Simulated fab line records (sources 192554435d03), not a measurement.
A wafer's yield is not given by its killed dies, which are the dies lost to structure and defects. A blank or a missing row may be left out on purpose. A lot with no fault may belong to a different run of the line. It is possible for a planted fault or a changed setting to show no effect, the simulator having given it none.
Which tool was responsible? + flow n5-finfet + 27 wafers from 9 lots sampled at 7 of the route's 1938 steps

## WHAT EACH GAUGE READ, for each wafer
N5_DUMMY_GATE_CD_MEAS_50 targets a cd of 14 nm.
| lot  | measured    | on        | cd-nm (nm)     |
|------|-------------|-----------|----------------|
| L206 | day 3 05:37 | cd-sem-02 | 14.6 14.3 14.3 |
| L208 | day 3 16:35 | cd-sem-01 | 13.7 13.8 13.6 |
| L209 | day 4 01:44 | cd-sem-03 | 13.9 14.0 13.7 |
| L210 | day 4 03:49 | cd-sem-03 | 14.0 13.9 14.1 |
| L213 | day 5 00:22 | cd-sem-01 | 14.5 13.8 13.9 |
| L214 | day 5 04:58 | cd-sem-02 | 14.1 14.1 14.1 |
| L217 | day 6 00:47 | cd-sem-03 | 14.7 14.1 14.1 |
| L220 | day 6 18:05 | cd-sem-03 | 13.9 13.8 14.2 |
| L222 | day 7 04:26 | cd-sem-03 | 14.4 14.2 13.8 |

N5_DUMMY_GATE_CD_MEAS_24 targets a cd of 15 nm.
| lot  | measured    | on        | cd-nm (nm)     |
|------|-------------|-----------|----------------|
| L206 | day 3 06:07 | cd-sem-02 | 15.7 15.7 15.2 |
| L208 | day 3 17:05 | cd-sem-01 | 15.0 15.0 15.8 |
| L209 | day 4 02:14 | cd-sem-03 | 15.1 15.0 15.1 |
| L210 | day 4 04:19 | cd-sem-01 | 15.3 15.0 14.6 |
| L213 | day 5 00:52 | cd-sem-01 | 14.9 14.8 15.0 |
| L214 | day 5 05:28 | cd-sem-02 | 15.2 15.2 15.2 |
| L217 | day 6 01:17 | cd-sem-01 | 15.4 15.5 15.1 |
| L220 | day 6 18:35 | cd-sem-01 | 14.9 15.2 14.9 |
| L222 | day 7 04:55 | cd-sem-01 | 15.4 15.4 14.9 |

N5_SD_EPI_N_INSPECT_11: inspects for defects (macro).
| lot  | measured    | on                | raw-defect-count |
|------|-------------|-------------------|------------------|
| L206 | day 3 07:20 | defect-inspect-02 | 1 0 1            |
| L208 | day 3 18:28 | defect-inspect-02 | 1 1 0            |
| L209 | day 4 03:34 | defect-inspect-02 | 2 26 0           |
| L210 | day 4 06:29 | defect-inspect-02 | 2 5 2            |
| L213 | day 5 02:59 | defect-inspect-01 | 17 21 4          |
| L214 | day 5 06:49 | defect-inspect-01 | 2 2 1            |
| L217 | day 6 02:44 | defect-inspect-01 | 1 2 1            |
| L220 | day 6 20:11 | defect-inspect-02 | 1 3 2            |
| L222 | day 7 07:45 | defect-inspect-01 | 1 2 2            |

N5_SD_EPI_P_INSPECT_11: inspects for defects (macro).
| lot  | measured    | on                | raw-defect-count |
|------|-------------|-------------------|------------------|
| L206 | day 3 11:49 | defect-inspect-01 | 3 1 3            |
| L208 | day 3 23:05 | defect-inspect-02 | 2 4 3            |
| L209 | day 4 08:43 | defect-inspect-01 | 4 26 4           |
| L210 | day 4 12:38 | defect-inspect-02 | 3 3 3            |
| L213 | day 5 09:10 | defect-inspect-01 | 16 19 2          |
| L214 | day 5 12:02 | defect-inspect-01 | 1 1 1            |
| L217 | day 6 09:08 | defect-inspect-02 | 1 3 5            |
| L220 | day 7 01:28 | defect-inspect-01 | 3 3 4            |
| L222 | day 7 13:32 | defect-inspect-02 | 0 3 2            |

N5_BEOL_M4_RC_MEAS_101.
| lot  | measured     | on        | DIBL_N (mV/V)  | DIBL_P (mV/V)  | IOFF_N (nA/um)    | IOFF_P (nA/um) | ION_N (uA/um) | ION_P (uA/um) | SS_N (mV/dec)  | SS_P (mV/dec)  | VT_N (mV)   | VT_P (mV)      |
|------|--------------|-----------|----------------|----------------|-------------------|----------------|---------------|---------------|----------------|----------------|-------------|----------------|
| L206 | day 7 23:58  | prober-01 | 34.0 35.2 34.4 | 32.5 34.1 34.2 | 0.114 0.133 0.126 | 0.16 0.18 0.18 | 661 670 659   | 457 464 452   | 70.3 70.6 71.3 | 72.7 73.5 73.0 | 255 253 255 | -255 -251 -250 |
| L208 | day 8 13:11  | prober-02 | 34.3 34.6 33.5 | 36.0 34.9 35.0 | 0.149 0.144 0.146 | 0.18 0.17 0.17 | 676 664 670   | 457 455 459   | 70.9 71.6 70.7 | 72.8 72.0 73.0 | 252 254 251 | -255 -253 -252 |
| L209 | day 8 23:14  | prober-01 | 35.8 36.4 36.6 | 36.2 37.6 37.3 | 0.162 0.186 0.188 | 0.18 0.19 0.19 | 676 688 673   | 452 469 453   | 71.3 71.3 72.3 | 73.1 73.7 73.8 | 253 246 251 | -258 -252 -253 |
| L210 | day 9 02:27  | prober-02 | 35.6 38.0 37.0 | 36.1 39.5 37.8 | 0.174 0.237 0.203 | 0.24 0.32 0.27 | 679 694 691   | 472 484 481   | 71.7 72.4 71.8 | 73.4 73.6 73.5 | 247 243 243 | -243 -242 -243 |
| L213 | day 10 02:28 | prober-02 | 33.7 35.1 33.6 | 32.3 34.0 32.7 | 0.114 0.131 0.112 | 0.16 0.19 0.17 | 666 674 666   | 458 463 467   | 70.7 71.6 72.0 | 72.2 72.7 72.5 | 256 255 255 | -253 -253 -255 |
| L214 | day 10 03:15 | prober-02 | 36.5 37.6 37.4 | 34.9 35.7 36.3 | 0.147 0.154 0.156 | 0.19 0.21 0.21 | 671 669 675   | 458 459 458   | 72.1 71.6 72.1 | 73.5 73.0 73.0 | 251 250 253 | -248 -251 -249 |
| L217 | day 11 00:10 | prober-02 | 35.2 34.1 35.6 | 34.3 33.3 35.7 | 0.139 0.125 0.146 | 0.16 0.15 0.17 | 649 659 653   | 445 449 445   | 71.2 70.1 71.2 | 73.1 73.0 73.2 | 252 251 254 | -256 -256 -256 |
| L220 | day 11 16:05 | prober-01 | 35.6 35.8 37.4 | 34.7 35.1 37.0 | 0.137 0.145 0.172 | 0.17 0.18 0.21 | 675 665 670   | 451 456 454   | 71.7 71.5 71.8 | 73.1 73.2 73.4 | 254 253 250 | -254 -256 -251 |
| L222 | day 12 15:07 | prober-01 | 34.7 33.4 35.4 | 33.2 31.7 35.0 | 0.143 0.122 0.164 | 0.19 0.17 0.21 | 674 666 676   | 463 462 469   | 72.2 71.8 72.1 | 73.0 73.3 73.5 | 252 254 252 | -249 -251 -249 |

## EACH LOT AND THE TOOL THAT RAN IT (in order: tool; ch and the chambers of the sampled wafers; start)
| lot  | N5_DUMMY_GATE_PECVD_30         | N5_SD_EPI_N_SD_RECESS_17        |
|------|--------------------------------|---------------------------------|
| L206 | pecvd-03 ch 0,1,2, day 3 04:40 | rie-si-01 ch 1,2, day 3 08:03   |
| L208 | pecvd-03 ch 0,1, day 3 15:38   | rie-si-01 ch 1,2,3, day 3 19:17 |
| L209 | pecvd-03 ch 0,1, day 4 00:21   | rie-si-05 ch 1,2, day 4 04:17   |
| L210 | pecvd-02 ch 0,2, day 4 02:45   | rie-si-05 ch 1,2, day 4 07:12   |
| L213 | pecvd-03 ch 0,1, day 4 23:24   | rie-si-05 ch 0,1, day 5 03:43   |
| L214 | pecvd-01 ch 0,1,2, day 5 04:07 | rie-si-06 ch 0,1,2, day 5 07:32 |
| L217 | pecvd-01 ch 0,2, day 5 23:37   | rie-si-01 ch 1,2,3, day 6 03:47 |
| L220 | pecvd-01 ch 0,1,2, day 6 17:16 | rie-si-01 ch 2,3, day 6 21:00   |
| L222 | pecvd-03 ch 1,2, day 7 03:28   | rie-si-05 ch 0,3, day 7 08:32   |
- N5_DUMMY_GATE_PECVD_30: deposits SiO2 from TEOS/O2, target thk 55 nm, time 10.8 s.
- N5_SD_EPI_N_SD_RECESS_17: chemistry HBr/Cl2/O2, target depth 41 nm, time 23.7 s, bt time 3 s.

## WHAT THE TOOLS THEMSELVES READ (means of the sampled wafers that have a number; where no wafer has one, the mark that the record gives instead)
N5_SD_EPI_N_SD_RECESS_17.
| lot  | tool      | drypump-motor-current-A (A) | he-backside-leak-sccm (sccm) | oes-product-au (a.u.) | throttle-valve-pct (%) |
|------|-----------|-----------------------------|------------------------------|-----------------------|------------------------|
| L206 | rie-si-01 | 5.7                         | 3.0                          | 1.000                 | 37.07                  |
| L208 | rie-si-01 | 5.7                         | 3.2                          | 1.002                 | 37.09                  |
| L209 | rie-si-05 | 6.6                         | 3.0                          | 1.032                 | 36.87                  |
| L210 | rie-si-05 | 6.4                         | 2.8                          | 1.031                 | 36.98                  |
| L213 | rie-si-05 | 6.3                         | 2.6                          | 1.007                 | 36.99                  |
| L214 | rie-si-06 | 5.5                         | 2.9                          | 1.010                 | 37.03                  |
| L217 | rie-si-01 | 5.7                         | 3.1                          | 0.998                 | 37.09                  |
| L220 | rie-si-01 | 5.7                         | 3.1                          | 0.998                 | 36.97                  |
| L222 | rie-si-05 | 6.1                         | 2.7                          | 1.005                 | 36.98                  |

## THE ANSWER, worked out from the rows above alone
Rule: usual is defined by the lots themselves. The widest of any qualifying gaps counts: lots, ordered by their means at a reading, are off when they make up no more than a third of the lots, leave a main group of 4 or more, and stand apart from it by 3 or more times the standard deviation of that group's means. The tables above print the reading to a certain number of digits; a main group whose means all agree to those digits is not used. A lot without any number at a reading at which 4 lots or more have one is off too. Where the step has rows for the other lots, those lots are counted as sound. Order of review: gauges by route order, followed by the tools' own readings, for which a lot's mean as printed above is used. At the first step where some lot is off, the reading lying furthest off is the one used; lots without a number count as furthest.
Off: L209, L213, at N5_SD_EPI_N_INSPECT_11 (raw-defect-count). The main group has a mean of 1.6 with a standard deviation of 0.75.
If a tool, at a process step before that reading, ran all the lots that are off and no sound lot after the first of them, it fits. Gauges at N5_SD_EPI_N_INSPECT_11: tried the same way as those tools. None of those tried fits.

## WHAT THE SIMULATOR HAD PUT IN
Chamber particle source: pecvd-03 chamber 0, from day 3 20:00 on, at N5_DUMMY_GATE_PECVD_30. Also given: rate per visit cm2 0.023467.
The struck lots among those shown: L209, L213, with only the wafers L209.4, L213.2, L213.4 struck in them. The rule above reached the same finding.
